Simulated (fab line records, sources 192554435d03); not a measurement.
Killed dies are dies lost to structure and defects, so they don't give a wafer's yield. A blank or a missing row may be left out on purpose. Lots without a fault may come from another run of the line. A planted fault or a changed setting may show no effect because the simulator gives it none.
Split-lot experiment | flow n5_finfet | 7 lots, 21 wafers read, on a route of 1938 steps

THE SPLIT
At N5_BEOL_M5_VIA_ETCH_34 (etches SiCOH lowk in C4F6/O2, target depth 88.3 nm, time 39.2 s), the setting source_w was moved away from the recipe's 345 W on 11 of the 21 wafers read, by -14.3% to +6.5%. The other wafers ran this setting at the recipe's value.

The reading is taken at the split's own step.

THE READING
etch.depth_nm (the simulator's own value, which no gauge read), in nm, at N5_BEOL_M5_VIA_ETCH_34 (etches SiCOH lowk in C4F6/O2, target depth 88.3 nm, time 39.2 s). The file gives no usual value for it. The 10 wafers here that ran the recipe average 88.50 nm, standard deviation 1.2 nm.

wafer  | tool, chamber at the split | source_w as run, W | against the recipe | etch.depth_nm, nm | against lot-mates on the recipe
L075.1 | rie_diel-06, 3             | 345                | recipe             | 86.78             | -
L075.2 | rie_diel-06, 0             | 345                | recipe             | 89.24             | -
L075.6 | rie_diel-06, 3             | 345                | recipe             | 86.7              | -
L076.2 | rie_diel-04, 3             | 345                | recipe             | 89.06             | -
L076.4 | rie_diel-04, 3             | 322.4              | -6.6%              | 86.36             | -2.70
L076.5 | rie_diel-04, 0             | 322.4              | -6.6%              | 85.75             | -3.31
L079.1 | rie_diel-06, 0             | 345                | recipe             | 90.58             | -
L079.3 | rie_diel-06, 3             | 345                | recipe             | 87.79             | -
L079.6 | rie_diel-06, 3             | 345                | recipe             | 88.02             | -
L081.2 | rie_diel-03, 2             | 367.3              | +6.5%              | 88.88             | no lot-mate on the recipe
L081.3 | rie_diel-03, 0             | 367.3              | +6.5%              | 89.54             | no lot-mate on the recipe
L081.5 | rie_diel-03, 2             | 367.3              | +6.5%              | 88.95             | no lot-mate on the recipe
L088.3 | rie_diel-03, 0             | 319                | -7.5%              | 84.78             | -3.19
L088.5 | rie_diel-03, 1             | 345                | recipe             | 87.97             | -
L088.6 | rie_diel-03, 0             | 319                | -7.5%              | 84.61             | -3.36
L089.1 | rie_diel-04, 0             | 345                | recipe             | 90.22             | -
L089.4 | rie_diel-04, 2             | 304.7              | -11.7%             | 82.73             | -7.49
L089.6 | rie_diel-04, 2             | 304.7              | -11.7%             | 83.17             | -7.05
L093.1 | rie_diel-06, 2             | 345                | recipe             | 88.64             | -
L093.3 | rie_diel-06, 0             | 295.5              | -14.3%             | 84.75             | -3.89
L093.4 | rie_diel-06, 3             | 295.5              | -14.3%             | 82.64             | -6.00

THE FIT
A straight line over all 21 wafers: etch.depth_nm changes by +0.334 nm for each +1% of source_w; r = +0.88; the points scatter about the line by 1.2 nm.
The same after taking each lot's own level away (the mean of its wafers on the recipe; 18 wafers): +0.448 nm for each +1%; r = +0.90; scatter 1.2 nm.
On that fit, the largest move of source_w shifts the reading by 6.4 nm.
The lots' own levels span 87.573 to 90.220 nm, that is 2.1 times the standard deviation above.
So the lot-to-lot level changes the slope: the two fits differ.
Check: with one of the wafers moved furthest among these (-14.3%) left out of the fit, the line predicts -7.31 nm for it against its lot-mates. It came out at -3.89 nm against them.

OTHER SPLITS ON THESE WAFERS
These wafers also went through other splits before the reading. Each is held against what the fit with the lots' levels taken away leaves over:
other split on the same wafers    | wafers away from the commonest value | r with etch.depth_nm (lot level and that fit taken away)
N5_BEOL_M0_ETCH_138 source_w      | 5                                    | +0.26
N5_BEOL_M1_COAT_05 spin_rpm       | 7                                    | +0.35
N5_BEOL_M1_ETCH_74 bias_w         | 6                                    | -0.47
N5_BEOL_M2_DESCUM_16 time_s       | 10                                   | -0.08
N5_BEOL_M2_VIA_ETCH_34 time_s     | 5                                    | +0.17
N5_BEOL_M3_ETCH_41 target_depth_a | 10                                   | -0.48
N5_BEOL_M4_SPUTTER_81 time_s      | 7                                    | -0.22

THE FILE'S OWN FIT
etch.depth_nm changes by +0.453 nm for each +1% of source_w, r = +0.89.
